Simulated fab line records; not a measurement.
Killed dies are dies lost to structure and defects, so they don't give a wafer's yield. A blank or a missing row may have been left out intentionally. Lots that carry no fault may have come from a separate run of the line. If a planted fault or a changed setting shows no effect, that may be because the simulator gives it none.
fab line records	flow nandHarc
record lots=13	wafers=37	lastDay=33
route steps=1302 shown A_BLC@1124 A_M0@1145 END@1302
lots untouched by any fault: they come from a run of this same line in which no faults occurred
startH: the number of hours between the record's first day and the start of the first shown wafer of the lot	waitH: how many hours have passed since the lot's step before this one	" unchanged from the row above	L1.1+2: a row that stands for several wafers	- value missing, or start not given	* or withheld: withheld	< > ~ a bound
route shown NAME@n: NAME is a module with steps in the file, n the number in the route of the first one	usual: the fault-free wafers' mean and standard deviation	same: alike in all rows	chamber/n: place in a boat	sites: readings site by site	_std_site: how widely they spread, as a standard deviation	_edge_site: the outer-site mean with the inner-site mean subtracted	radiusMm: how far each site lies from the wafer's centre	mask NAME#n: copy n	behind: the last tool/chamber to shape the wafer	hold: the reason the lot was held/the length of the hold in hours/how it ended	device: whichever transistor did not switch (one of n, p or np)	end of line: at the end of the route, the tests of the same wafers	a step given without rows: its recipe and nothing more	killed: the dies lost at the first sort to structure and to defects; this is not the yield of the wafer	map: a wafer's dies, marking killed ones x, the rest . and places with no die _
set.NAME: the run value of the setting; set.NAME@STEP: its run value at that earlier step	model.NAME: the simulator's own value behind a step, which no gauge read
one table for each step of the route and one row for each wafer, over a sample of lots
services: when a tool's chamber went out of use (startH, in hours from the record's first day, below 0 if earlier), for how many hours, and the reason
## steps
# step NHARC_A_BLC_CD_MEAS_19
# usual cdNm=101.4/2.6
lot.wafer	tool	chamber	startH	waitH	cdNm
L546.1	cdSem-01	-	519.38	-	103.2
L546.2	"	-	"	"	98.1
L546.5	"	-	"	"	101.9
L547.1	cdSem-01	-	520.22	-	104.3
L547.2	"	-	"	"	101.2
L547.6	"	-	"	"	95.3
L550.2	cdSem-02	-	547.91	-	94.0
L550.3	"	-	"	"	102.5
L550.6	"	-	"	"	101.7
L552.1	cdSem-01	-	556.21	-	101.8
L552.2	"	-	"	"	99.5
L552.3	"	-	"	"	97.6
L554.1	cdSem-01	-	599.52	-	105.4
L554.2	"	-	"	"	98.9
L554.5	"	-	"	"	104.0
L557.2	cdSem-03	-	640.00	-	101.1
L557.5	"	-	"	"	101.6
L557.6	"	-	"	"	100.6
L559.1	cdSem-02	-	641.21	-	104.0
L559.4	"	-	"	"	104.0
L559.6	"	-	"	"	101.8
L558.3	cdSem-01	-	648.48	-	104.5
L558.4	"	-	"	"	105.9
L558.5	"	-	"	"	103.0
L560.4	cdSem-02	-	665.23	-	101.9
L565.1	cdSem-02	-	695.92	-	98.2
L565.2	"	-	"	"	101.9
L565.4	"	-	"	"	99.3
L567.1	cdSem-01	-	719.48	-	100.9
L567.2	"	-	"	"	102.6
L567.4	"	-	"	"	99.9
L569.2	cdSem-01	-	728.33	-	103.1
L569.3	"	-	"	"	101.1
L569.4	"	-	"	"	101.5
L568.2	cdSem-03	-	736.24	-	103.0
L568.3	"	-	"	"	101.0
L568.6	"	-	"	"	104.7
# step NHARC_A_BLC_CMP_25
# recipe tOverpolishS=30	targetThkNm=150
# usual motorCurrentA=12.1/1.6	overpolishRunS=30.001/0.0093	timeToEndpointS=31.2/2.6
# same tOverpolishS=30
lot.wafer	tool	chamber	startH	waitH	motorCurrentA	overpolishRunS	timeToEndpointS
L546.2	cmp-02	2	521.01	0.4	11.6	30.015	30.0
L546.1	"	3	"	"	13.5	30.000	29.9
L546.5	"	1	"	"	11.9	30.001	29.8
L547.1	cmp-02	1	521.84	0.4	11.5	30.005	33.1
L547.2	"	2	"	"	11.1	29.999	30.3
L547.6	"	3	"	"	14.3	30.013	32.2
L550.3	cmp-02	0	549.53	0.2	12.4	29.998	30.3
L550.2	"	3	"	"	13.5	29.988	32.0
L550.6	"	0	"	"	12.6	30.003	28.4
L552.2	cmp-04	0	557.83	0.4	8.3	29.982	27.9
L552.1	"	2	"	"	11.3	30.019	27.7
L552.3	"	3	"	"	12.5	30.004	29.6
L554.2	cmp-02	3	601.10	0.5	14.1	30.002	34.7
L554.1	"	2	"	"	11.6	29.992	34.3
L554.5	"	0	"	"	11.9	30.013	30.8
L557.2	cmp-04	0	641.63	0.4	8.4	30.021	32.6
L557.6	"	2	"	"	11.7	29.997	31.5
L557.5	"	3	"	"	11.9	30.004	33.1
L559.4	cmp-02	1	642.85	0.3	13.1	29.990	35.9
L559.1	"	2	"	"	11.6	30.006	34.2
L559.6	"	0	"	"	11.9	30.005	33.1
L558.3	cmp-02	2	650.10	0.4	11.7	30.013	32.7
L558.4	"	3	"	"	13.5	29.997	32.0
L558.5	"	0	"	"	12.4	29.999	30.5
L560.4	cmp-03	3	666.86	0.3	13.3	30.007	29.0
L565.4	cmp-04	2	697.50	0.2	11.6	30.002	34.8
L565.2	"	3	"	"	12.5	30.009	33.5
L565.1	"	0	"	"	8.4	30.010	32.3
L567.4	cmp-02	3	721.06	0.2	14.5	30.010	35.2
L567.2	"	0	"	"	11.8	30.000	30.8
L567.1	"	1	"	"	12.3	29.989	36.2
L569.4	cmp-02	0	729.92	0.3	12.3	30.013	32.4
L569.3	"	1	"	"	11.9	30.007	33.9
L569.2	"	2	"	"	11.5	29.997	33.3
L568.2	cmp-04	3	737.84	0.4	12.9	30.004	31.6
L568.3	"	1	"	"	11.7	29.996	33.0
L568.6	"	2	"	"	11.0	30.009	30.0
# step NHARC_A_M0_PEB_07
# recipe pebTempC=100	pebTimeS=65
# usual exhaustPa=44.7/0.79
lot.wafer	tool	chamber	startH	waitH	exhaustPa
L546.1	lithoTrack-06	0	522.23	0.1	45.6
L546.2	"	0	"	"	44.0
L546.5	"	0	"	"	43.9
L547.1	lithoTrack-04	0	523.00	0.1	44.6
L547.2	"	0	"	"	46.0
L547.6	"	0	"	"	44.9
L550.2	lithoTrack-04	0	550.76	0.1	45.4
L550.3	"	0	"	"	45.2
L550.6	"	0	"	"	44.9
L552.1	lithoTrack-01	0	559.05	0.1	46.7
L552.2	"	0	"	"	46.0
L552.3	"	0	"	"	46.1
L554.1	lithoTrack-01	0	602.32	0.1	44.0
L554.2	"	0	"	"	44.6
L554.5	"	0	"	"	44.8
L557.2	lithoTrack-04	0	642.81	0.1	44.5
L557.5	"	0	"	"	44.2
L557.6	"	0	"	"	45.4
L559.1	lithoTrack-01	0	643.90	0.1	44.3
L559.4	"	0	"	"	47.1
L559.6	"	0	"	"	44.5
L558.3	lithoTrack-04	0	651.30	0.0	44.4
L558.4	"	0	"	"	44.7
L558.5	"	0	"	"	43.8
L560.4	lithoTrack-04	0	668.06	0.0	45.5
L565.1	lithoTrack-06	0	698.60	0.1	45.4
L565.2	"	0	"	"	44.1
L565.4	"	0	"	"	45.5
L567.1	lithoTrack-01	0	722.42	0.1	46.1
L567.2	"	0	"	"	45.0
L567.4	"	0	"	"	44.5
L569.2	lithoTrack-06	0	731.13	0.1	44.0
L569.3	"	0	"	"	45.2
L569.4	"	0	"	"	45.3
L568.2	lithoTrack-06	0	739.03	0.1	44.4
L568.3	"	0	"	"	45.5
L568.6	"	0	"	"	45.2
# step NHARC_A_M0_CD_MEAS_09
# recipe targetCdNm=80	landingEnergyEv=500
# usual cdNm=80.4/0.78
lot.wafer	tool	chamber	startH	waitH	hold	cdNm
L546.1	cdSem-01	0	522.31	-	-	79.4
L546.2	"	0	"	"	-	80.4
L546.5	"	0	"	"	-	80.7
L547.1	cdSem-01	0	523.08	-	-	80.9
L547.2	"	0	"	"	-	80.3
L547.6	"	0	"	"	-	80.0
L550.2	cdSem-02	0	550.84	-	-	80.1
L550.3	"	0	"	"	-	81.2
L550.6	"	0	"	"	-	82.0
L552.1	cdSem-02	0	559.13	-	-	78.9
L552.2	"	0	"	"	-	80.7
L552.3	"	0	"	"	-	80.7
L554.1	cdSem-03	0	602.40	-	-	81.4
L554.2	"	0	"	"	-	79.8
L554.5	"	0	"	"	-	80.7
L557.2	cdSem-03	0	642.90	-	awaitDispo/0.2h/release	86.1
L557.5	"	0	"	"	awaitDispo/0.2h/release	80.1
L557.6	"	0	"	"	awaitDispo/0.2h/release	82.2
L557.2	cdSem-03	0	-	-	-	85.8
L557.5	"	0	"	"	-	80.2
L557.6	"	0	"	"	-	82.4
L559.1	cdSem-01	0	643.98	-	-	80.4
L559.4	"	0	"	"	-	80.4
L559.6	"	0	"	"	-	81.0
L558.3	cdSem-02	0	651.39	-	awaitDispo/0.2h/release	81.7
L558.4	"	0	"	"	awaitDispo/0.2h/release	84.3
L558.5	"	0	"	"	awaitDispo/0.2h/release	80.4
L558.3	cdSem-02	0	-	-	-	81.2
L558.4	"	0	"	"	-	84.7
L558.5	"	0	"	"	-	80.5
L560.4	cdSem-02	0	668.14	-	awaitDispo/0.2h/release	84.7
L560.4	cdSem-02	0	-	-	-	85.2
L565.1	cdSem-03	0	698.67	-	-	80.4
L565.2	"	0	"	"	-	80.7
L565.4	"	0	"	"	-	80.8
L567.1	cdSem-03	0	722.50	-	-	81.5
L567.2	"	0	"	"	-	81.0
L567.4	"	0	"	"	-	81.1
L569.2	cdSem-03	0	731.21	-	-	79.6
L569.3	"	0	"	"	-	80.2
L569.4	"	0	"	"	-	80.6
L568.2	cdSem-01	0	739.11	-	-	79.8
L568.3	"	0	"	"	-	78.8
L568.6	"	0	"	"	-	79.8
# step NHARC_A_M0_INSPECT_11
# usual rawDefectCount=88/48
lot.wafer	tool	chamber	startH	waitH	rawDefectCount
L546.1	defectInspect-01	-	522.44	0.0	98
L546.2	"	-	"	"	87
L546.5	"	-	"	"	78
L547.1	defectInspect-02	-	523.21	0.0	126
L547.2	"	-	"	"	128
L547.6	"	-	"	"	116
L550.2	defectInspect-01	-	550.96	0.0	164
L550.3	"	-	"	"	145
L550.6	"	-	"	"	154
L552.1	defectInspect-01	-	559.26	0.0	90
L552.2	"	-	"	"	80
L552.3	"	-	"	"	94
L554.1	defectInspect-01	-	602.53	0.0	147
L554.2	"	-	"	"	151
L554.5	"	-	"	"	192
L559.1	defectInspect-02	-	644.10	0.0	56
L559.4	"	-	"	"	55
L559.6	"	-	"	"	52
L557.2	defectInspect-01	-	646.40	0.0	102
L557.5	"	-	"	"	95
L557.6	"	-	"	"	111
L558.3	defectInspect-01	-	654.41	0.0	96
L558.4	"	-	"	"	103
L558.5	"	-	"	"	88
L560.4	defectInspect-02	-	672.14	0.0	160
L565.1	defectInspect-02	-	698.80	0.0	33
L565.2	"	-	"	"	40
L565.4	"	-	"	"	36
L567.1	defectInspect-02	-	722.62	0.0	115
L567.2	"	-	"	"	137
L567.4	"	-	"	"	154
L569.2	defectInspect-02	-	731.34	0.0	46
L569.3	"	-	"	"	57
L569.4	"	-	"	"	67
L568.2	defectInspect-02	-	739.23	0.0	51
L568.3	"	-	"	"	47
L568.6	"	-	"	"	34
# step NHARC_END_SORT_01
# recipe tempC=25
# usual defectLimitedYield=90/3.8	killedAtArray=61/26	killedAtOther=0.8/1.1	killedAtPeriphery=4.0/2.6	killedDies=66/26	killedOpen=3.1/1.7	killedShort=2.5/1.5
# same grossDies=677
lot.wafer	tool	chamber	startH	waitH	defectLimitedYield[%]	killedAtArray	killedAtOther	killedAtPeriphery	killedDies	killedOpen	killedShort
L547.1	prober-01	0	567.67	2.5	87	81	3	7	91	4	1
L547.2	prober-01	0	568.47	2.8	88	80	0	2	82	3	2
L547.6	prober-01	0	571.67	4.0	89	68	1	5	74	3	2
L546.1	prober-02	0	567.71	2.5	89	67	0	5	72	4	3
L546.2	prober-02	0	568.51	2.8	90	62	0	3	65	5	4
L546.5	prober-02	0	570.90	3.7	89	68	0	6	74	5	6
L550.2	prober-02	0	591.94	2.8	87	88	0	2	90	4	3
L550.3	prober-02	0	592.73	3.1	84	97	0	8	105	3	4
L550.6	prober-02	0	595.09	3.9	87	80	0	8	88	5	2
L552.1	prober-01	0	599.30	2.5	90	68	0	3	71	1	1
L552.2	prober-01	0	600.10	2.8	90	60	2	7	69	1	3
L552.3	prober-01	0	600.89	3.1	90	67	0	3	70	1	4
L554.1	prober-02	0	642.80	2.5	87	83	2	1	86	2	4
L554.2	prober-02	0	643.61	2.8	84	103	1	2	106	3	2
L554.5	prober-02	0	646.05	3.8	81	125	0	7	132	2	2
L559.1	prober-01	0	689.93	2.4	94	39	0	5	44	3	4
L559.4	prober-01	0	692.35	3.4	94	38	2	3	43	4	4
L559.6	prober-01	0	693.97	4.0	94	41	0	2	43	5	1
L557.2	prober-02	0	697.76	2.8	89	68	3	3	74	2	5
L557.5	prober-02	0	700.22	3.8	89	69	2	3	74	2	1
L557.6	prober-02	0	701.04	4.1	88	75	0	7	82	2	1
L560.4	prober-02	0	712.99	3.4	84	109	1	0	110	3	2
L558.3	prober-02	0	719.99	3.1	90	64	1	1	66	2	5
L558.4	prober-02	0	720.79	3.4	90	69	0	0	69	3	3
L558.5	prober-02	0	721.58	3.7	91	58	1	2	61	4	4
L565.1	prober-02	0	738.65	2.5	93	36	2	7	45	2	4
L565.2	prober-02	0	739.45	2.8	93	36	1	11	48	3	3
L565.4	prober-02	0	741.07	3.4	94	32	2	6	40	1	1
L567.1	prober-01	0	762.89	2.5	86	91	1	5	97	5	2
L567.2	prober-01	0	763.70	2.8	86	87	1	4	92	2	3
L567.4	prober-01	0	765.32	3.4	85	98	0	4	102	2	1
L569.2	prober-02	0	772.40	2.8	94	38	0	5	43	6	4
L569.3	prober-02	0	773.21	3.1	92	50	0	4	54	4	1
L569.4	prober-02	0	774.01	3.4	91	56	0	2	58	2	1
L568.2	prober-01	0	781.06	2.8	91	49	4	7	60	6	3
L568.3	prober-01	0	781.86	3.1	93	42	3	2	47	2	3
L568.6	prober-01	0	784.26	4.0	94	38	0	4	42	5	2
# killed by level:class
L547.1 A_CHANNEL_HOLE_D2:chamberFilmFlake=36 A_CHANNEL_HOLE_D1:chamberFilmFlake=26 A_STAIRCASE:chamberFilmFlake=7 A_CONTACT:chamberFilmFlake=7 P_CONTACT:chamberFilmFlake=5 THIN_TSV:chamberFilmFlake=2 A_CONTACT:unspecified=2 P_CONTACT:geometricParticle:open=1
L546.1 A_CHANNEL_HOLE_D2:chamberFilmFlake=35 A_SLIT:chamberFilmFlake=20 A_CONTACT:chamberFilmFlake=4 P_CONTACT:geometricParticle:open=2 A_WL_FILL:chamberFilmFlake=2 P_M0:geometricParticle:open=1 A_ONON_D1:geometricParticle:open=1 A_CHANNEL_FILL_D1:geometricParticle:short=1
L547.2 A_CHANNEL_HOLE_D1:chamberFilmFlake=35 A_CHANNEL_HOLE_D2:chamberFilmFlake=28 A_CONTACT:chamberFilmFlake=6 A_STAIRCASE:chamberFilmFlake=3 A_CONTACT:unspecified=3 A_ONON_D1:geometricParticle:short=1 A_CHANNEL_FILL_D1:geometricParticle:open=1 A_DECK1_JOINT:geometricParticle:short=1
L546.2 A_CHANNEL_HOLE_D2:chamberFilmFlake=28 A_SLIT:chamberFilmFlake=23 A_CONTACT:chamberFilmFlake=3 P_CONTACT:geometricParticle:open=1 P_BONDPAD:geometricParticle:open=1 A_ONON_D1:geometricParticle:short=1 A_CHANNEL_FILL_D1:geometricParticle:open=1 A_ONON_D2:geometricParticle:short=1
L546.5 A_CHANNEL_HOLE_D2:chamberFilmFlake=29 A_SLIT:chamberFilmFlake=28 A_ONON_D2:geometricParticle:open=2 P_STI:geometricParticle:short=1 P_GATE:geometricParticle:short=1 P_M0:geometricParticle:short=1 P_M1:geometricParticle:short=1 A_ONON_D1:geometricParticle:open=1
L547.6 A_CHANNEL_HOLE_D1:chamberFilmFlake=31 A_CHANNEL_HOLE_D2:chamberFilmFlake=21 A_CONTACT:chamberFilmFlake=6 P_CONTACT:chamberFilmFlake=5 A_CONTACT:unspecified=3 A_CHANNEL_FILL_D2:geometricParticle:open=2 A_STAIRCASE:chamberFilmFlake=2 A_DECK1_JOINT:geometricParticle:short=1
L550.2 A_CHANNEL_HOLE_D1:chamberFilmFlake=35 A_SLIT:chamberFilmFlake=26 A_CHANNEL_HOLE_D2:chamberFilmFlake=15 A_CONTACT:chamberFilmFlake=3 A_DECK1_JOINT:geometricParticle:short=2 A_ONON_D1:geometricParticle:open=1 A_CHANNEL_FILL_D2:geometricParticle:open=1 A_WL_FILL:geometricParticle:short=1
L550.3 A_CHANNEL_HOLE_D2:chamberFilmFlake=32 A_CHANNEL_HOLE_D1:chamberFilmFlake=29 A_SLIT:chamberFilmFlake=26 A_STAIRCASE:chamberFilmFlake=3 A_CONTACT:chamberFilmFlake=3 P_ZERO_WELL:chamberFilmFlake=2 P_GATE:chamberFilmFlake=2 P_CONTACT:geometricParticle:short=1
L550.6 A_SLIT:chamberFilmFlake=31 A_CHANNEL_HOLE_D2:chamberFilmFlake=20 A_CHANNEL_HOLE_D1:chamberFilmFlake=18 P_GATE:chamberFilmFlake=3 A_ONON_D2:geometricParticle:open=2 P_ZERO_WELL:chamberFilmFlake=2 A_CONTACT:chamberFilmFlake=2 P_CONTACT:geometricParticle:open=1
L552.1 A_CHANNEL_HOLE_D1:chamberFilmFlake=28 A_CHANNEL_HOLE_D2:chamberFilmFlake=14 A_STAIRCASE:chamberFilmFlake=11 A_CHANNEL_FILL_D1:chamberFilmFlake=6 A_DECK1_JOINT:chamberFilmFlake=3 A_ZERO_WELL:chamberFilmFlake=2 A_CHANNEL_FILL_D1:geometricParticle:open=1 A_WL_FILL:geometricParticle:short=1
L552.2 A_CHANNEL_HOLE_D1:chamberFilmFlake=32 A_CHANNEL_HOLE_D2:chamberFilmFlake=12 A_STAIRCASE:chamberFilmFlake=8 P_ZERO_WELL:chamberFilmFlake=3 P_STI:chamberFilmFlake=2 A_DECK1_JOINT:chamberFilmFlake=2 A_CHANNEL_FILL_D1:chamberFilmFlake=2 HYBRID_BOND:chamberFilmFlake=2
L552.3 A_CHANNEL_HOLE_D1:chamberFilmFlake=33 A_CHANNEL_HOLE_D2:chamberFilmFlake=13 A_STAIRCASE:chamberFilmFlake=11 P_ZERO_WELL:chamberFilmFlake=3 A_CHANNEL_FILL_D1:chamberFilmFlake=2 A_DECK1_JOINT:chamberFilmFlake=2 A_ONON_D2:geometricParticle:short=1 A_CHANNEL_HOLE_D2:geometricParticle:short=1
L554.1 A_CHANNEL_HOLE_D1:chamberFilmFlake=27 A_SLIT:chamberFilmFlake=24 A_CHANNEL_HOLE_D2:chamberFilmFlake=17 A_CONTACT:chamberFilmFlake=6 P_CONTACT:geometricParticle:short=1 A_CHANNEL_HOLE_D1:geometricParticle:short=1 A_ONON_D2:geometricParticle:open=1 A_ONON_D2:geometricParticle:short=1
L554.2 A_CHANNEL_HOLE_D2:chamberFilmFlake=35 A_SLIT:chamberFilmFlake=30 A_CHANNEL_HOLE_D1:chamberFilmFlake=29 A_ONON_D1:geometricParticle:open=1 A_DECK1_JOINT:geometricParticle:short=1 A_WL_FILL:geometricParticle:short=1 A_CONTACT:geometricParticle:open=1 A_M0:geometricParticle:open=1
L554.5 A_CHANNEL_HOLE_D1:chamberFilmFlake=40 A_SLIT:chamberFilmFlake=40 A_CHANNEL_HOLE_D2:chamberFilmFlake=34 A_DECK1_JOINT:chamberFilmFlake=4 P_ZERO_WELL:chamberFilmFlake=3 P_GATE:chamberFilmFlake=3 P_CONTACT:geometricParticle:short=1 A_CHANNEL_FILL_D1:geometricParticle:open=1
L559.1 A_CHANNEL_HOLE_D1:chamberFilmFlake=30 A_ONON_D1:geometricParticle:short=2 P_CONTACT:geometricParticle:short=1 P_CONTACT:geometricParticle:open=1 A_CHANNEL_FILL_D1:geometricParticle:open=1 A_ONON_D2:geometricParticle:short=1 A_M1:geometricParticle:open=1 P_ZERO_WELL:chamberFilmFlake=1
L559.4 A_CHANNEL_HOLE_D1:chamberFilmFlake=24 A_STAIRCASE:chamberFilmFlake=3 A_CONTACT:chamberFilmFlake=2 THIN_TSV:chamberFilmFlake=2 P_M0:geometricParticle:short=1 P_M1:geometricParticle:short=1 A_CHANNEL_FILL_D1:geometricParticle:open=1 A_CHANNEL_FILL_D1:geometricParticle:short=1
L559.6 A_CHANNEL_HOLE_D1:chamberFilmFlake=24 A_CONTACT:chamberFilmFlake=4 A_CHANNEL_FILL_D1:geometricParticle:open=2 A_CHANNEL_HOLE_D2:chamberFilmFlake=2 A_STAIRCASE:chamberFilmFlake=2 A_SLIT:chamberFilmFlake=2 P_M0:geometricParticle:open=1 A_CHANNEL_FILL_D2:geometricParticle:short=1
L557.2 A_SLIT:chamberFilmFlake=27 A_CHANNEL_HOLE_D2:chamberFilmFlake=15 A_CONTACT:chamberFilmFlake=9 A_CHANNEL_HOLE_D1:chamberFilmFlake=8 THIN_TSV:chamberFilmFlake=3 A_CHANNEL_FILL_D2:geometricParticle:short=2 P_GATE:chamberFilmFlake=2 A_WL_FILL:chamberFilmFlake=2
L557.5 A_SLIT:chamberFilmFlake=29 A_CHANNEL_HOLE_D2:chamberFilmFlake=20 A_CONTACT:chamberFilmFlake=12 A_CHANNEL_HOLE_D1:chamberFilmFlake=4 P_GATE:chamberFilmFlake=2 THIN_TSV:chamberFilmFlake=2 P_GATE:geometricParticle:open=1 A_CHANNEL_FILL_D1:geometricParticle:open=1
L557.6 A_SLIT:chamberFilmFlake=36 A_CHANNEL_HOLE_D2:chamberFilmFlake=17 A_CONTACT:chamberFilmFlake=10 P_GATE:chamberFilmFlake=6 A_CHANNEL_HOLE_D1:chamberFilmFlake=4 A_STAIRCASE:chamberFilmFlake=2 A_ONON_D2:geometricParticle:short=1 A_CHANNEL_HOLE_D2:geometricParticle:open=1
L560.4 A_SLIT:chamberFilmFlake=35 A_CHANNEL_HOLE_D1:chamberFilmFlake=35 A_CHANNEL_HOLE_D2:chamberFilmFlake=22 A_CHANNEL_FILL_D1:chamberFilmFlake=4 A_CONTACT:chamberFilmFlake=4 A_CHANNEL_FILL_D2:chamberFilmFlake=2 A_CHANNEL_FILL_D2:geometricParticle:open=1 A_WL_FILL:geometricParticle:short=1
L558.3 A_SLIT:chamberFilmFlake=23 A_CHANNEL_HOLE_D2:chamberFilmFlake=13 A_CONTACT:chamberFilmFlake=9 A_CHANNEL_HOLE_D1:chamberFilmFlake=6 A_STAIRCASE:chamberFilmFlake=6 A_SOURCE_PLATE:geometricParticle:short=1 A_CHANNEL_HOLE_D1:geometricParticle:short=1 A_CHANNEL_FILL_D1:geometricParticle:open=1
L558.4 A_SLIT:chamberFilmFlake=32 A_CHANNEL_HOLE_D2:chamberFilmFlake=14 A_CHANNEL_HOLE_D1:chamberFilmFlake=6 A_CONTACT:chamberFilmFlake=5 A_CHANNEL_FILL_D1:geometricParticle:short=2 A_CHANNEL_FILL_D2:chamberFilmFlake=2 A_STAIRCASE:chamberFilmFlake=2 A_WL_FILL:chamberFilmFlake=2
L558.5 A_SLIT:chamberFilmFlake=26 A_CHANNEL_HOLE_D2:chamberFilmFlake=9 A_CHANNEL_HOLE_D1:chamberFilmFlake=5 A_STAIRCASE:chamberFilmFlake=5 A_CONTACT:chamberFilmFlake=4 P_GATE:geometricParticle:short=1 A_ONON_D1:geometricParticle:open=1 A_CHANNEL_FILL_D1:geometricParticle:open=1
L565.1 A_CHANNEL_HOLE_D1:chamberFilmFlake=12 A_STAIRCASE:chamberFilmFlake=7 A_CONTACT:chamberFilmFlake=7 P_M2:chamberFilmFlake=3 A_SLIT:chamberFilmFlake=3 A_DECK1_JOINT:geometricParticle:short=2 P_CONTACT:chamberFilmFlake=2 THIN_TSV:chamberFilmFlake=2
L565.2 A_CHANNEL_HOLE_D1:chamberFilmFlake=14 A_STAIRCASE:chamberFilmFlake=5 A_SLIT:chamberFilmFlake=5 P_CONTACT:chamberFilmFlake=4 A_CONTACT:chamberFilmFlake=4 P_M2:chamberFilmFlake=3 P_M0:geometricParticle:open=2 A_DECK1_JOINT:geometricParticle:short=1
L565.4 A_CHANNEL_HOLE_D1:chamberFilmFlake=13 A_CONTACT:chamberFilmFlake=10 A_SLIT:chamberFilmFlake=4 P_CONTACT:chamberFilmFlake=3 A_STAIRCASE:chamberFilmFlake=3 P_M2:chamberFilmFlake=2 THIN_TSV:chamberFilmFlake=2 A_SGD_CUT:geometricParticle:short=1
L567.1 A_SLIT:chamberFilmFlake=31 A_CHANNEL_HOLE_D2:chamberFilmFlake=22 A_CHANNEL_HOLE_D1:chamberFilmFlake=16 A_CONTACT:chamberFilmFlake=11 A_STAIRCASE:chamberFilmFlake=4 P_ZERO_WELL:chamberFilmFlake=3 P_GATE:geometricParticle:open=1 P_M0:geometricParticle:open=1
L567.2 A_SLIT:chamberFilmFlake=30 A_CHANNEL_HOLE_D2:chamberFilmFlake=25 A_CHANNEL_HOLE_D1:chamberFilmFlake=13 A_CONTACT:chamberFilmFlake=10 A_STAIRCASE:chamberFilmFlake=3 P_ZERO_WELL:chamberFilmFlake=2 A_WL_FILL:chamberFilmFlake=2 P_CONTACT:geometricParticle:short=1
L567.4 A_SLIT:chamberFilmFlake=36 A_CHANNEL_HOLE_D2:chamberFilmFlake=34 A_CONTACT:chamberFilmFlake=13 A_CHANNEL_HOLE_D1:chamberFilmFlake=8 P_ZERO_WELL:chamberFilmFlake=3 A_STAIRCASE:chamberFilmFlake=2 A_CHANNEL_FILL_D1:geometricParticle:open=1 A_CHANNEL_FILL_D1:geometricParticle:short=1
L569.2 A_CHANNEL_HOLE_D2:chamberFilmFlake=24 P_STI:geometricParticle:short=2 A_CHANNEL_HOLE_D1:chamberFilmFlake=2 A_STAIRCASE:chamberFilmFlake=2 A_CONTACT:chamberFilmFlake=2 P_CONTACT:geometricParticle:open=1 P_M0:geometricParticle:open=1 A_ONON_D1:geometricParticle:short=1
L569.3 A_CHANNEL_HOLE_D2:chamberFilmFlake=27 A_SLIT:chamberFilmFlake=7 A_CHANNEL_HOLE_D1:chamberFilmFlake=5 A_STAIRCASE:chamberFilmFlake=4 P_GATE:chamberFilmFlake=2 A_ONON_D1:geometricParticle:open=1 A_DECK1_JOINT:geometricParticle:open=1 A_SGD_CUT:geometricParticle:open=1
L569.4 A_CHANNEL_HOLE_D2:chamberFilmFlake=38 A_CHANNEL_HOLE_D1:chamberFilmFlake=6 A_CONTACT:chamberFilmFlake=3 P_GATE:chamberFilmFlake=2 A_SLIT:chamberFilmFlake=2 A_ONON_D1:geometricParticle:open=1 A_CHANNEL_HOLE_D1:geometricParticle:open=1 A_M0:geometricParticle:short=1
L568.2 A_CHANNEL_HOLE_D1:chamberFilmFlake=18 A_SLIT:chamberFilmFlake=11 A_STAIRCASE:chamberFilmFlake=4 THIN_TSV:chamberFilmFlake=4 P_BONDPAD:chamberFilmFlake=3 A_CHANNEL_HOLE_D2:chamberFilmFlake=3 A_CONTACT:chamberFilmFlake=3 P_ZERO_WELL:chamberFilmFlake=2
L568.3 A_CHANNEL_HOLE_D1:chamberFilmFlake=18 A_SLIT:chamberFilmFlake=10 A_CONTACT:chamberFilmFlake=6 A_ONON_D1:geometricParticle:short=2 P_BONDPAD:chamberFilmFlake=2 A_DECK1_JOINT:chamberFilmFlake=2 HYBRID_BOND:chamberFilmFlake=2 A_ONON_D1:geometricParticle:open=1
L568.6 A_CHANNEL_HOLE_D1:chamberFilmFlake=16 A_SLIT:chamberFilmFlake=9 A_STAIRCASE:chamberFilmFlake=3 A_CONTACT:chamberFilmFlake=3 P_BONDPAD:chamberFilmFlake=2 P_CONTACT:geometricParticle:open=1 A_ONON_D2:geometricParticle:open=1 A_ONON_D2:geometricParticle:short=1
## services
tool	chamber	startH	hours	kind
cmp-04	-	503.19	4.0	pm
lithoTrack-01	-	505.01	7.0	pm
cmp-03	-	509.87	15.2	repair
cmp-02	-	526.66	4.0	pm
lithoTrack-06	-	529.01	7.0	pm
cmp-02	-	530.66	-	consumableReplace:conditioner
cmp-02	-	530.66	-	consumableReplace:pad
lithoTrack-04	-	553.00	7.0	pm
cmp-04	-	553.94	3.1	repair
cmp-03	-	554.08	4.0	pm
cmp-03	-	571.25	2.3	repair
cmp-04	-	573.63	1.1	repair
cmp-04	-	574.76	26.8	repair
cmp-03	-	623.81	18.5	repair
cmp-02	-	624.67	4.0	pm
cmp-03	-	652.12	4.0	pm
cmp-02	-	674.31	4.2	repair
lithoTrack-01	-	680.01	7.0	pm
cmp-04	-	699.56	4.0	pm
lithoTrack-06	-	704.01	7.0	pm
cmp-02	-	722.67	4.0	pm
lithoTrack-04	-	728.00	7.0	pm
cmp-02	-	732.00	1.5	repair
cmp-03	-	733.39	1.2	repair
## key
firstSign step=NHARC_A_M0_CD_MEAS_09	reading=visit	direction=added
effect step=NHARC_A_M0_CD_MEAS_09	reading=cdNm	direction=up	sigmas=5.9	usual=80.4	struck=85.0
metAt NHARC_A_M0_PEB_07
struckLots L557,L558,L560
struckWafers L557.2,L558.4,L560.4
notActingAt NHARC_A_BLC_CD_MEAS_19,NHARC_A_BLC_CMP_25,NHARC_A_M0_INSPECT_11
onsetBetween 550.76 642.81
fault kind=processParameterDrift	tool=lithoTrack-04	chamber=-	onsetH=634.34	steps=NHARC_A_M0_PEB_07	channel=pebTimeS	offset=*	shape=step	endH=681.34	scope=struckWafersOnly	actsIn=*	stated=*
